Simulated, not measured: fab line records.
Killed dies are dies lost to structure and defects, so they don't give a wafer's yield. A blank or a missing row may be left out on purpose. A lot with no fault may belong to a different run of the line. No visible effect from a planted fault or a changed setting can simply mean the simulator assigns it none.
Chamber matching || flow nandHarc || 4 sister chambers for NHARC_A_SLIT_ETCH_29 on rieDiel-10
The step etches the open film in CF4/O2, target depth 100 nm, overetch 10 nm, time 55 s. 16 wafers are shown with their chamber, then 8 later ones without.

WAFERS, EACH WITH ITS CHAMBER
{"wafer": "L132.2", "chamber": 1, "rfVppV (V)": 197.7, "oesProductAu (a.u.)": 1.003, "biasW (W)": 99.6}
{"wafer": "L132.3", "chamber": 3, "rfVppV (V)": 196.2, "oesProductAu (a.u.)": 0.992, "biasW (W)": 100.3}
{"wafer": "L132.4", "chamber": 3, "rfVppV (V)": 195.9, "oesProductAu (a.u.)": 1.001, "biasW (W)": 100.1}
{"wafer": "L133.1", "chamber": 3, "rfVppV (V)": 198.2, "oesProductAu (a.u.)": 0.995, "biasW (W)": 100.3}
{"wafer": "L133.2", "chamber": 1, "rfVppV (V)": 198.2, "oesProductAu (a.u.)": 0.988, "biasW (W)": 100.0}
{"wafer": "L133.5", "chamber": 1, "rfVppV (V)": 198.3, "oesProductAu (a.u.)": 0.987, "biasW (W)": 100.8}
{"wafer": "L137.1", "chamber": 3, "rfVppV (V)": 196.8, "oesProductAu (a.u.)": 0.989, "biasW (W)": 100.2}
{"wafer": "L137.2", "chamber": 0, "rfVppV (V)": 199.6, "oesProductAu (a.u.)": 0.995, "biasW (W)": 99.7}
{"wafer": "L137.4", "chamber": 1, "rfVppV (V)": 196.4, "oesProductAu (a.u.)": 1.006, "biasW (W)": 100.2}
{"wafer": "L136.4", "chamber": 2, "rfVppV (V)": 196.9, "oesProductAu (a.u.)": 1.006, "biasW (W)": 99.5}
{"wafer": "L136.5", "chamber": 2, "rfVppV (V)": 198.1, "oesProductAu (a.u.)": 1.011, "biasW (W)": 99.9}
{"wafer": "L136.6", "chamber": 1, "rfVppV (V)": 198.9, "oesProductAu (a.u.)": 1.005, "biasW (W)": 99.9}
{"wafer": "L139.1", "chamber": 2, "rfVppV (V)": 197.7, "oesProductAu (a.u.)": 1.011, "biasW (W)": 100.2}
{"wafer": "L139.2", "chamber": 0, "rfVppV (V)": 198.7, "oesProductAu (a.u.)": 1.006, "biasW (W)": 100.1}
{"wafer": "L139.5", "chamber": 3, "rfVppV (V)": 196.6, "oesProductAu (a.u.)": 1.009, "biasW (W)": 100.3}
{"wafer": "L143.1", "chamber": 3, "rfVppV (V)": 197.9, "oesProductAu (a.u.)": 0.999, "biasW (W)": 100.1}

SIGNATURES (means of the wafers above)
{"reading": "rfVppV", "chamber 0": 199.150, "chamber 1": 197.900, "chamber 2": 197.567, "chamber 3": 196.933, "scatter within a chamber": 0.864}
{"reading": "oesProductAu", "chamber 0": 1.00050, "chamber 1": 0.99780, "chamber 2": 1.00933, "chamber 3": 0.99750, "scatter within a chamber": 0.00759}
{"reading": "biasW", "chamber 0": 99.900, "chamber 1": 100.100, "chamber 2": 99.867, "chamber 3": 100.217, "scatter within a chamber": 0.313}
Rule: distance of a wafer from a chamber = root of the sum over the readings of ((wafer's reading minus chamber's mean) / reading's scatter) squared. If the next closest chamber is less than 2 further off than the closest, the wafer can't be placed; otherwise it belongs to the closest. How the scatter is found: for the shown wafers, subtract from each reading the mean of its chamber, square and add these, divide the total by (wafers less chambers), then take the root.

WAFERS MISSING THEIR CHAMBER
{"wafer": "L143.3", "rfVppV (V)": 198.4, "oesProductAu (a.u.)": 1.016, "biasW (W)": 99.9}
{"wafer": "L143.6", "rfVppV (V)": 199.5, "oesProductAu (a.u.)": 1.004, "biasW (W)": 99.9}
{"wafer": "L147.2", "rfVppV (V)": 197.2, "oesProductAu (a.u.)": 1.009, "biasW (W)": 99.9}
{"wafer": "L147.4", "rfVppV (V)": 198.3, "oesProductAu (a.u.)": 1.004, "biasW (W)": 100.0}
{"wafer": "L147.5", "rfVppV (V)": 196.9, "oesProductAu (a.u.)": 1.011, "biasW (W)": 100.4}
{"wafer": "L151.3", "rfVppV (V)": 200.9, "oesProductAu (a.u.)": 1.002, "biasW (W)": 100.0}
{"wafer": "L151.4", "rfVppV (V)": 198.2, "oesProductAu (a.u.)": 1.000, "biasW (W)": 99.8}
{"wafer": "L151.5", "rfVppV (V)": 198.1, "oesProductAu (a.u.)": 1.017, "biasW (W)": 99.9}

CHAMBER TAKEN BY EACH
{"wafer": "L143.3", "from the rows above": "can't be placed: 2 or 0 or 1 or 3", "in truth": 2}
{"wafer": "L143.6", "from the rows above": "can't be placed: 0 or 1 or 2", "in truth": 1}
{"wafer": "L147.2", "from the rows above": "can't be placed: 2 or 1 or 3", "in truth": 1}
{"wafer": "L147.4", "from the rows above": "can't be placed: 1 or 0 or 2 or 3", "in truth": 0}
{"wafer": "L147.5", "from the rows above": "can't be placed: 3 or 2 or 1 or 0", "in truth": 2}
{"wafer": "L151.3", "from the rows above": "can't be placed: 0 or 1 or 2", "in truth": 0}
{"wafer": "L151.4", "from the rows above": "can't be placed: 1 or 0 or 2 or 3", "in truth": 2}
{"wafer": "L151.5", "from the rows above": "can't be placed: 2 or 0 or 1 or 3", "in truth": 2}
Correctly placed: 0 of 8. These rows do not allow placing 8 (true chamber among the candidates in 8). Wrongly placed: 0.
